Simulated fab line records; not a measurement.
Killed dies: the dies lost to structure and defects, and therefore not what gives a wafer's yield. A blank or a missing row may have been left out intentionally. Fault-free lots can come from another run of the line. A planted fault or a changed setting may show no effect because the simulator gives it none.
fab line records + flow nandHarc
[record]
- lots = 14
- wafers = 42
- lastDay = 33
route steps=1302 shown A_CHANNEL_HOLE_D2@570
lots that met no fault: taken from a fault-free run of the same line
startH: hours from the record's first day to the start of the lot's first wafer shown + waitH: time in hours since the lot's previous step + " identical to the entry in the row above + L1.1+2: one row covering several wafers at once + - value missing, or start not given + * or withheld: withheld + < > ~ a bound
route shown NAME@n: names a module that has steps shown in the file, with the first one's number in the route + usual: mean/standard deviation taken from wafers without a fault + same: alike in all rows + chamber/n: place in a boat + sites: the reading at each site + _std_site: how widely they spread, as a standard deviation + _edge_site: the outer-site mean with the inner-site mean subtracted + radiusMm: for every site, how far away it sits from the centre of the wafer + mask NAME#n: copy n + behind: the tool/chamber that last shaped the wafer + hold: why the lot went on hold/how many hours it stayed there/how the hold came to an end + device: whichever transistor did not switch (one of n, p or np) + end of line: tests run on the same wafers once the route is complete + a step given without rows: its recipe and nothing more + killed: not the wafer's yield, but the dies lost to structure and defects at the first sort + map: shows each die of a wafer: x if killed, . if not, _ if none is there
set.NAME: the setting that was run; set.NAME@STEP: the one run at that earlier step + model.NAME: the simulator's own value behind a step, which no gauge read
route steps across a sampled set of lots; one table per step, one row per wafer
services: when a tool's chamber went out of use (startH, in hours from the record's first day, below 0 if earlier), for how many hours, and the reason
[[steps]]
[step NHARC_A_CHANNEL_HOLE_D2_DEP_00]
[recipe]
- targetThkA = 31000
- tempC = 400
- material = aC
[usual]
- throttleValvePct = 35.000/0.0089
| lot.wafer | tool      | chamber | startH | waitH | throttleValvePct |
|-----------|-----------|---------|--------|-------|------------------|
| L872.1    | aclDep-02 | 0       | 300.71 | 0.3   | 34.996           |
| L872.2    | "         | 0       | "      | "     | 35.005           |
| L872.5    | "         | 0       | "      | "     | 34.981           |
| L873.1    | aclDep-03 | 0       | 300.99 | 0.6   | 35.008           |
| L873.4    | "         | 0       | "      | "     | 35.007           |
| L873.6    | "         | 0       | "      | "     | 35.005           |
| L874.2    | aclDep-01 | 0       | 313.51 | 1.3   | 34.987           |
| L874.3    | "         | 0       | "      | "     | 34.993           |
| L874.4    | "         | 0       | "      | "     | 34.993           |
| L876.1    | aclDep-03 | 0       | 320.67 | 0.1   | 34.996           |
| L876.2    | "         | 0       | "      | "     | 34.994           |
| L876.6    | "         | 0       | 322.27 | 1.7   | 35.009           |
| L876.1    | aclDep-03 | 0       | 323.71 | 2.7   | 35.006           |
| L876.2    | "         | 0       | "      | "     | 35.005           |
| L876.6    | "         | 0       | 325.31 | 2.7   | 34.996           |
| L878.1    | aclDep-03 | 0       | 354.47 | 0.5   | 34.989           |
| L878.2    | "         | 0       | "      | "     | 35.006           |
| L878.4    | "         | 0       | "      | "     | 35.008           |
| L880.2    | aclDep-02 | 0       | 372.18 | 0.4   | 35.003           |
| L880.4    | "         | 0       | "      | "     | 34.997           |
| L880.5    | "         | 0       | "      | "     | 34.994           |
| L880.2    | aclDep-02 | 0       | 374.32 | 1.8   | 34.994           |
| L880.4    | "         | 0       | "      | "     | 34.987           |
| L880.5    | "         | 0       | "      | "     | 35.009           |
| L885.2    | aclDep-01 | 0       | 409.48 | 4.9   | 35.006           |
| L885.5    | "         | 0       | "      | "     | 35.004           |
| L885.6    | "         | 0       | "      | "     | 34.989           |
| L888.2    | aclDep-03 | 0       | 461.43 | 4.8   | 34.999           |
| L888.5    | "         | 0       | "      | "     | 35.008           |
| L888.6    | "         | 0       | "      | "     | 35.006           |
| L889.1    | aclDep-02 | 0       | 470.59 | 2.8   | 34.988           |
| L889.2    | "         | 0       | "      | "     | 35.001           |
| L889.3    | "         | 0       | "      | "     | 35.006           |
| L891.4    | aclDep-02 | 0       | 480.95 | 6.8   | 35.003           |
| L891.5    | "         | 0       | "      | "     | 34.986           |
| L891.6    | "         | 0       | "      | "     | 34.988           |
| L892.1    | aclDep-02 | 0       | 488.12 | 4.1   | 35.002           |
| L892.3    | "         | 0       | "      | "     | 34.999           |
| L892.6    | "         | 0       | "      | "     | 35.001           |
| L893.3    | aclDep-03 | 0       | 501.98 | 2.5   | 34.994           |
| L893.4    | "         | 0       | "      | "     | 34.990           |
| L893.5    | "         | 0       | "      | "     | 34.987           |
| L894.1    | aclDep-02 | 0       | 511.71 | 0.8   | 35.005           |
| L894.4    | "         | 0       | "      | "     | 34.999           |
| L894.6    | "         | 0       | "      | "     | 34.989           |
| L895.3    | aclDep-01 | 0       | 518.24 | 1.1   | 34.994           |
| L895.4    | "         | 0       | "      | "     | 34.990           |
| L895.6    | "         | 0       | "      | "     | 34.992           |
[step NHARC_A_CHANNEL_HOLE_D2_OVL_MEAS_11]
[usual]
- overlayXNm = -0.1/0.9
- overlayYNm = -0.1/0.83
| lot.wafer | tool       | chamber | startH | waitH | overlayXNm | overlayYNm |
|-----------|------------|---------|--------|-------|------------|------------|
| L872.1    | overlay-02 | -       | 303.45 | -     | 0.9        | -1.5       |
| L872.2    | "          | -       | "      | "     | 0.9        | -1.3       |
| L872.5    | "          | -       | "      | "     | 0.5        | -1.3       |
| L873.1    | overlay-01 | -       | 303.74 | -     | -1.3       | -0.3       |
| L873.4    | "          | -       | "      | "     | -1.6       | -0.1       |
| L873.6    | "          | -       | "      | "     | -1.4       | -0.2       |
| L874.2    | overlay-02 | -       | 315.81 | -     | 0.3        | 0.0        |
| L874.3    | "          | -       | "      | "     | -0.4       | -0.8       |
| L874.4    | "          | -       | "      | "     | 0.0        | 0.2        |
| L876.1    | overlay-02 | -       | 326.34 | -     | -0.6       | -0.6       |
| L876.2    | "          | -       | "      | "     | -0.2       | -0.6       |
| L876.6    | "          | -       | "      | "     | -0.3       | -0.7       |
| L878.1    | overlay-02 | -       | 357.24 | -     | -0.3       | 0.7        |
| L878.2    | "          | -       | "      | "     | -1.2       | 0.7        |
| L878.4    | "          | -       | "      | "     | -1.1       | 0.3        |
| L880.2    | overlay-01 | -       | 376.71 | -     | 0.4        | 0.2        |
| L880.4    | "          | -       | "      | "     | -0.6       | 0.1        |
| L880.5    | "          | -       | "      | "     | 0.3        | 0.5        |
| L885.2    | overlay-02 | -       | 411.88 | -     | 0.9        | 0.6        |
| L885.5    | "          | -       | "      | "     | 0.5        | 0.7        |
| L885.6    | "          | -       | "      | "     | 0.2        | 0.9        |
| L888.2    | overlay-02 | -       | 463.85 | -     | 1.0        | -2.2       |
| L888.5    | "          | -       | "      | "     | 0.9        | -1.6       |
| L888.6    | "          | -       | "      | "     | 1.4        | -1.3       |
| L889.1    | overlay-02 | -       | 473.32 | -     | -1.0       | -0.3       |
| L889.2    | "          | -       | "      | "     | -0.6       | -0.5       |
| L889.3    | "          | -       | "      | "     | -1.2       | 0.1        |
| L891.4    | overlay-01 | -       | 482.73 | -     | -0.1       | -0.3       |
| L891.5    | "          | -       | "      | "     | -0.5       | -0.3       |
| L891.6    | "          | -       | "      | "     | 0.1        | -0.4       |
| L892.1    | overlay-01 | -       | 490.83 | -     | 0.1        | -1.9       |
| L892.3    | "          | -       | "      | "     | -0.3       | -1.6       |
| L892.6    | "          | -       | "      | "     | -0.2       | -1.7       |
| L893.3    | overlay-01 | -       | 504.09 | -     | 1.4        | 0.7        |
| L893.4    | "          | -       | "      | "     | 1.2        | -0.2       |
| L893.5    | "          | -       | "      | "     | 1.3        | 0.6        |
| L894.1    | overlay-02 | -       | 514.44 | -     | 0.4        | -0.2       |
| L894.4    | "          | -       | "      | "     | 0.6        | -0.8       |
| L894.6    | "          | -       | "      | "     | 0.7        | -0.5       |
| L895.3    | overlay-01 | -       | 520.26 | -     | -1.8       | -0.5       |
| L895.4    | "          | -       | "      | "     | -1.8       | -0.1       |
| L895.6    | "          | -       | "      | "     | -1.8       | -0.2       |
[step NHARC_A_CHANNEL_HOLE_D2_ETCH_34]
[recipe]
- targetDepthA = 1540
- timeS = 77
- cf4FlowSccm = 100
- chf3FlowSccm = 30
- arFlowSccm = 0
- rfW = 500
- biasW = 200
- chemistry = CF4/CHF3
[usual]
- drypumpMotorCurrentA = 5.7/0.48
- oesProductAu = 0.957/0.02
- rfVppV = 369.9/1.9
- showerheadPlenumPTorr = 1.55/0.051
- throttleValvePct = 16.803/0.0074
| lot.wafer | tool       | chamber | startH | waitH | drypumpMotorCurrentA | oesProductAu | rfHoursCounterH | rfVppV | showerheadPlenumPTorr | throttleValvePct |
|-----------|------------|---------|--------|-------|----------------------|--------------|-----------------|--------|-----------------------|------------------|
| L872.2    | rieDiel-07 | 1       | -      | -     | 5.8                  | 0.969        | 0               | 368.8  | 1.58                  | 16.804           |
| L872.1    | "          | 3       | "      | "     | 5.4                  | 0.967        | 0               | 368.6  | 1.53                  | 16.811           |
| L872.5    | "          | 2       | "      | "     | 6.4                  | 0.976        | -               | 367.7  | 1.50                  | 16.809           |
| L873.4    | rieDiel-02 | 3       | -      | -     | 4.9                  | 0.936        | 7               | 369.8  | 1.57                  | 16.807           |
| L873.1    | "          | 0       | "      | "     | 5.6                  | 0.942        | 6               | 373.4  | 1.63                  | 16.802           |
| L873.6    | "          | 2       | "      | "     | 6.3                  | 0.964        | -               | 370.6  | 1.58                  | 16.809           |
| L874.3    | rieDiel-07 | 1       | -      | -     | 5.8                  | 0.956        | 1               | 371.9  | 1.58                  | 16.798           |
| L874.2    | "          | 2       | "      | "     | 6.4                  | 0.957        | 1               | 368.7  | 1.50                  | 16.813           |
| L874.4    | "          | 3       | "      | "     | 5.4                  | 0.983        | 1               | 371.2  | 1.53                  | 16.808           |
| L876.2    | rieDiel-07 | 2       | -      | -     | 6.4                  | 0.970        | 2               | 369.1  | 1.50                  | 16.790           |
| L876.1    | "          | 1       | "      | "     | 5.8                  | 0.957        | 1               | 371.6  | 1.58                  | 16.809           |
| L876.6    | "          | 3       | "      | "     | 5.4                  | 0.974        | -               | 369.8  | 1.53                  | 16.805           |
| L878.1    | rieDiel-02 | 2       | -      | -     | 6.3                  | 0.949        | 9               | 370.0  | 1.58                  | 16.810           |
| L878.2    | "          | 0       | "      | "     | 5.6                  | 0.942        | 9               | 372.9  | 1.62                  | 16.809           |
| L878.4    | "          | 1       | "      | "     | 6.0                  | 0.948        | 5               | 371.3  | 1.63                  | 16.814           |
| L880.4    | rieDiel-07 | 0       | -      | -     | 5.7                  | 0.958        | 7               | 367.8  | 1.49                  | 16.794           |
| L880.2    | "          | 3       | "      | "     | 5.4                  | 0.965        | 6               | 369.0  | 1.53                  | 16.796           |
| L880.5    | "          | 1       | "      | "     | 5.8                  | 0.982        | -               | 369.4  | 1.58                  | 16.813           |
| L885.2    | rieDiel-02 | 0       | -      | -     | 5.6                  | 0.965        | 0               | 372.7  | 1.63                  | 16.803           |
| L885.5    | "          | 2       | "      | "     | 6.3                  | 0.988        | -               | 369.6  | 1.58                  | 16.795           |
| L885.6    | "          | 3       | "      | "     | 5.0                  | 0.959        | -               | 370.5  | 1.57                  | 16.802           |
| L888.2    | rieDiel-07 | 2       | -      | -     | 6.4                  | 0.965        | 11              | 366.8  | 1.49                  | 16.798           |
| L888.5    | "          | 1       | "      | "     | 5.8                  | 0.974        | -               | 372.0  | 1.58                  | 16.812           |
| L888.6    | "          | 2       | "      | "     | 6.4                  | 0.968        | -               | 367.5  | 1.49                  | 16.791           |
| L889.2    | rieDiel-02 | 0       | -      | -     | 5.6                  | 0.958        | 4               | 371.4  | 1.62                  | 16.806           |
| L889.3    | "          | 1       | "      | "     | 6.0                  | 0.977        | 4               | 372.4  | 1.63                  | 16.803           |
| L889.1    | "          | 3       | "      | "     | 5.0                  | 0.966        | 3               | 370.5  | 1.57                  | 16.796           |
| L891.4    | rieDiel-07 | 2       | -      | -     | 6.4                  | 0.950        | 0               | 368.7  | 1.49                  | 16.801           |
| L891.5    | "          | 3       | "      | "     | 5.4                  | 0.956        | -               | 368.4  | 1.53                  | 16.804           |
| L891.6    | "          | 0       | "      | "     | 5.7                  | 0.951        | -               | 368.0  | 1.49                  | 16.806           |
| L892.3    | rieDiel-07 | 1       | -      | -     | 5.8                  | 0.956        | 1               | 372.6  | 1.58                  | 16.792           |
| L892.1    | "          | 3       | "      | "     | 5.4                  | 0.959        | 1               | 368.0  | 1.53                  | 16.793           |
| L892.6    | "          | 1       | "      | "     | 5.8                  | 0.969        | -               | 371.2  | 1.58                  | 16.800           |
| L893.3    | rieDiel-07 | 3       | -      | -     | 5.4                  | 0.906        | 2               | 367.9  | 1.53                  | 16.792           |
| L893.4    | "          | 1       | "      | "     | 5.8                  | 0.916        | 2               | 370.7  | 1.58                  | 16.796           |
| L893.5    | "          | 3       | "      | "     | 5.4                  | 0.911        | -               | 368.6  | 1.52                  | 16.796           |
| L894.1    | rieDiel-04 | 1       | -      | -     | 4.9                  | 0.945        | 6               | 367.9  | 1.51                  | 16.795           |
| L894.4    | "          | 2       | "      | "     | 5.0                  | 0.943        | 6               | 372.2  | 1.62                  | 16.806           |
| L894.6    | "          | 2       | "      | "     | 5.0                  | 0.947        | -               | 371.6  | 1.61                  | 16.798           |
| L895.3    | rieDiel-02 | 3       | -      | -     | 5.0                  | 0.982        | 7               | 371.2  | 1.57                  | 16.805           |
| L895.4    | "          | 2       | "      | "     | 6.3                  | 0.978        | 6               | 371.3  | 1.58                  | 16.817           |
| L895.6    | "          | 3       | "      | "     | 5.0                  | 0.977        | -               | 371.0  | 1.57                  | 16.806           |
[step NHARC_A_CHANNEL_HOLE_D2_ETCH_21]
[recipe]
- biasV = 3000
- sourceW = withheld
- pressureMtorr = 20
- timeS = 514.3
- arFlowSccm = 375
- c4f8FlowSccm = 89.3
- o2FlowSccm = 35.7
- tempC = -20
- targetDepthA = 16000
- chemistry = C4F8/O2/Ar
[usual]
- drypumpMotorCurrentA = 5.9/0.31
- showerheadPlenumPTorr = 3.62/0.18
- throttleValvePct = 32.155/0.0095
| lot.wafer | tool       | chamber | startH | waitH | drypumpMotorCurrentA | rfHoursCounterH | showerheadPlenumPTorr | throttleValvePct |
|-----------|------------|---------|--------|-------|----------------------|-----------------|-----------------------|------------------|
| L872.2    | harEtch-01 | 1       | 305.73 | 0.3   | 6.3                  | 153             | 3.53                  | 32.159           |
| L872.1    | "          | 0       | "      | "     | 5.7                  | 153             | 3.70                  | 32.152           |
| L872.5    | "          | 0       | "      | "     | 5.7                  | -               | 3.70                  | 32.161           |
| L873.1    | harEtch-02 | 0       | 307.77 | 0.3   | 5.5                  | 371             | 3.41                  | 32.146           |
| L873.4    | "          | 1       | "      | "     | 6.3                  | -               | 3.43                  | 32.148           |
| L873.6    | "          | 0       | "      | "     | 5.6                  | -               | 3.41                  | 32.159           |
| L874.2    | harEtch-01 | 1       | 317.58 | 0.3   | 6.2                  | 157             | 3.53                  | 32.156           |
| L874.4    | "          | 0       | "      | "     | 5.7                  | -               | 3.69                  | 32.128           |
| L874.3    | "          | 1       | "      | "     | 6.3                  | -               | 3.53                  | 32.149           |
| L876.2    | harEtch-01 | 0       | 328.05 | 0.3   | 5.7                  | 161             | 3.69                  | 32.149           |
| L876.1    | "          | 1       | "      | "     | 6.2                  | 161             | 3.53                  | 32.155           |
| L876.6    | "          | 0       | "      | "     | 5.7                  | -               | 3.69                  | 32.143           |
| L878.2    | harEtch-01 | 1       | 361.57 | 0.3   | 6.3                  | 187             | 3.52                  | 32.144           |
| L878.1    | "          | 0       | "      | "     | 5.7                  | 187             | 3.68                  | 32.156           |
| L878.4    | "          | 1       | "      | "     | 6.2                  | -               | 3.51                  | 32.156           |
| L880.2    | harEtch-02 | 1       | 378.44 | 0.3   | 6.2                  | 413             | 3.41                  | 32.162           |
| L880.4    | "          | 1       | "      | "     | 6.3                  | -               | 3.41                  | 32.144           |
| L880.5    | "          | 0       | "      | "     | 5.5                  | -               | 3.40                  | 32.146           |
| L885.2    | harEtch-01 | 0       | 416.41 | 0.3   | 5.7                  | 222             | 3.66                  | 32.154           |
| L885.5    | "          | 1       | "      | "     | 6.2                  | -               | 3.50                  | 32.158           |
| L885.6    | "          | 0       | "      | "     | 5.7                  | -               | 3.66                  | 32.152           |
| L888.2    | harEtch-01 | 0       | 465.63 | 0.3   | 5.7                  | 249             | 3.64                  | 32.146           |
| L888.5    | "          | 1       | "      | "     | 6.2                  | -               | 3.48                  | 32.165           |
| L888.6    | "          | 0       | "      | "     | 5.7                  | -               | 3.65                  | 32.139           |
| L889.2    | harEtch-02 | 0       | 475.03 | 0.3   | 5.6                  | 38              | 3.91                  | 32.173           |
| L889.1    | "          | 1       | "      | "     | 6.3                  | 38              | 3.91                  | 32.144           |
| L889.3    | "          | 0       | "      | "     | 5.6                  | -               | 3.91                  | 32.150           |
| L891.4    | harEtch-01 | 1       | 486.24 | 0.3   | 6.2                  | -               | 3.48                  | 32.146           |
| L891.5    | "          | 0       | "      | "     | 5.6                  | -               | 3.64                  | 32.154           |
| L891.6    | "          | 1       | "      | "     | 6.2                  | -               | 3.47                  | 32.152           |
| L892.1    | harEtch-01 | 0       | 494.38 | 0.3   | 5.7                  | 272             | 3.63                  | 32.141           |
| L892.3    | "          | 1       | "      | "     | 6.3                  | -               | 3.47                  | 32.156           |
| L892.6    | "          | 1       | "      | "     | 6.2                  | -               | 3.47                  | 32.144           |
| L893.4    | harEtch-01 | 1       | 506.43 | 0.3   | 6.2                  | -               | 3.47                  | 32.152           |
| L893.3    | "          | 0       | "      | "     | 5.7                  | -               | 3.63                  | 32.137           |
| L893.5    | "          | 1       | "      | "     | 6.3                  | -               | 3.47                  | 32.157           |
| L894.1    | harEtch-01 | 1       | 518.86 | 0.3   | 6.2                  | 283             | 3.46                  | 32.150           |
| L894.4    | "          | 1       | "      | "     | 6.3                  | -               | 3.47                  | 32.170           |
| L894.6    | "          | 1       | "      | "     | 6.2                  | -               | 3.46                  | 32.159           |
| L895.4    | harEtch-02 | 0       | 522.71 | 0.3   | 5.5                  | -               | 3.89                  | 32.160           |
| L895.3    | "          | 1       | "      | "     | 6.3                  | -               | 3.89                  | 32.146           |
| L895.6    | "          | 1       | "      | "     | 6.3                  | -               | 3.89                  | 32.159           |
[[services]]
| tool       | chamber | startH | hours | kind      |
|------------|---------|--------|-------|-----------|
| rieDiel-07 | -       | 294.33 | 9.0   | pm        |
| rieDiel-07 | 0       | 294.33 | 9.0   | ventCycle |
| rieDiel-07 | 1       | 294.33 | 9.0   | ventCycle |
| rieDiel-07 | 2       | 294.33 | 9.0   | ventCycle |
| rieDiel-07 | 3       | 294.33 | 9.0   | ventCycle |
| aclDep-03  | -       | 302.88 | 13.0  | pm        |
| rieDiel-07 | 0       | 303.33 | -     | clean     |
| rieDiel-07 | 1       | 303.33 | -     | clean     |
| rieDiel-07 | 2       | 303.33 | -     | clean     |
| rieDiel-07 | 3       | 303.33 | -     | clean     |
| rieDiel-07 | 0       | 327.83 | -     | clean     |
| rieDiel-04 | 0       | 346.52 | 5.1   | repair    |
| rieDiel-04 | -       | 354.90 | 9.0   | pm        |
| rieDiel-02 | 3       | 359.73 | 1.9   | repair    |
| rieDiel-02 | 2       | 362.38 | 3.8   | repair    |
| aclDep-01  | -       | 373.02 | 13.0  | pm        |
| harEtch-02 | -       | 380.62 | 17.0  | pm        |
| rieDiel-04 | 2       | 383.81 | 7.1   | repair    |
| rieDiel-02 | -       | 393.70 | 9.0   | pm        |
| rieDiel-04 | 3       | 398.00 | 1.4   | repair    |
| aclDep-02  | -       | 424.80 | 13.0  | pm        |
| rieDiel-04 | 1       | 460.30 | 5.9   | repair    |
| rieDiel-07 | -       | 471.35 | 9.0   | pm        |
| aclDep-03  | -       | 484.31 | 13.0  | pm        |
[[key]]
[firstSign]
- step = NHARC_A_CHANNEL_HOLE_D2_DEP_00
- reading = visit
- direction = added
effect none on later readings
metAt NHARC_A_CHANNEL_HOLE_D2_DEP_00
struckLots L876,L880
laterRowsLeftOut L876.1,L876.2,L876.6,L880.2,L880.4,L880.5
sortLeftOut L876.1,L876.2,L876.6,L880.2,L880.4,L880.5
testerLeftOut L876,L880
notActingAt NHARC_A_CHANNEL_HOLE_D2_OVL_MEAS_11,NHARC_A_CHANNEL_HOLE_D2_ETCH_34,NHARC_A_CHANNEL_HOLE_D2_ETCH_21
[fault]
- kind = repeatedStepWhole
- tool = aclDep-01,aclDep-02,aclDep-03
- chamber = -
- onsetH = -
- steps = NHARC_A_CHANNEL_HOLE_D2_DEP_00
- times = 1
- scope = struckLotsOnly
// testerLeftOut: of these lots the tester's yield and bins aren't shown, on N5 and GAA mostly nor the transistor test; their killed dies are dies lost to structure and defects alone, not to doping, threshold or leakage, so they don't give the yield
// sortLeftOut: the simulated sort isn't trusted on such a fault, so these wafers' sort isn't shown, and their yield isn't known
// laterRowsLeftOut: the simulator's readings of these wafers behind a module that went badly wrong aren't trusted and aren't shown, but for the sort
